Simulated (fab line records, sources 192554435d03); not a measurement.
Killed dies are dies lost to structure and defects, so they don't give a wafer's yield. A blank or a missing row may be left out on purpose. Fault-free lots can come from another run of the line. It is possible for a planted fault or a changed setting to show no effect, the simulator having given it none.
Matching of chambers | flow n5-finfet | rie-diel-05 running N5_BEOL_M8_ETCH_72: 4 sister chambers
The step etches underlayer in N2/H2, target depth 6.5 nm, time 5.2 s. 8 wafers are shown with their chamber, then 7 later ones without.

== EACH WAFER AND ITS CHAMBER ==
wafer  | chamber | drypump-motor-current-A (A) | etch-rf-on-time-s (s)
L076.4 | 2       | 5.4                         | 5.39
L082.4 | 1       | 5.1                         | 5.24
L082.5 | 0       | 5.8                         | 5.00
L084.1 | 1       | 5.1                         | 5.21
L084.2 | 2       | 5.4                         | 5.40
L084.4 | 3       | 6.4                         | 5.32
L086.1 | 0       | 5.9                         | 4.94
L086.2 | 3       | 6.4                         | 5.22

== WAFERS MISSING THEIR CHAMBER ==
wafer  | drypump-motor-current-A (A) | etch-rf-on-time-s (s)
L086.4 | 5.1                         | 5.15
L092.1 | 5.1                         | 5.29
L092.2 | 5.4                         | 5.51
L092.5 | 5.1                         | 5.26
L096.3 | 5.4                         | 5.55
L096.5 | 5.1                         | 5.22
L096.6 | 5.9                         | 5.11

== THE CHAMBER EACH PASSED THROUGH ==
wafer  | from the rows above | in truth
L086.4 | 1                   | 1
L092.1 | 1                   | 1
L092.2 | 2                   | 2
L092.5 | 1                   | 1
L096.3 | 2                   | 2
L096.5 | 1                   | 1
L096.6 | 0                   | 0
Placed correctly: 7 of 7. Can't be placed from these rows: 0. Number placed wrongly: 0.
How it was worked out, from the rows above alone: a wafer's distance from a chamber is the root of the sum, over the readings, of the square of ((its reading less the chamber's mean) divided by the reading's scatter). The wafer belongs to the nearest chamber; if the next one is less than 2 further off, it can't be placed. Each chamber's mean is taken over the wafers shown for it. How the scatter is found: for the shown wafers, subtract from each reading the mean of its chamber, square and add these, divide the total by (wafers less chambers), then take the root.
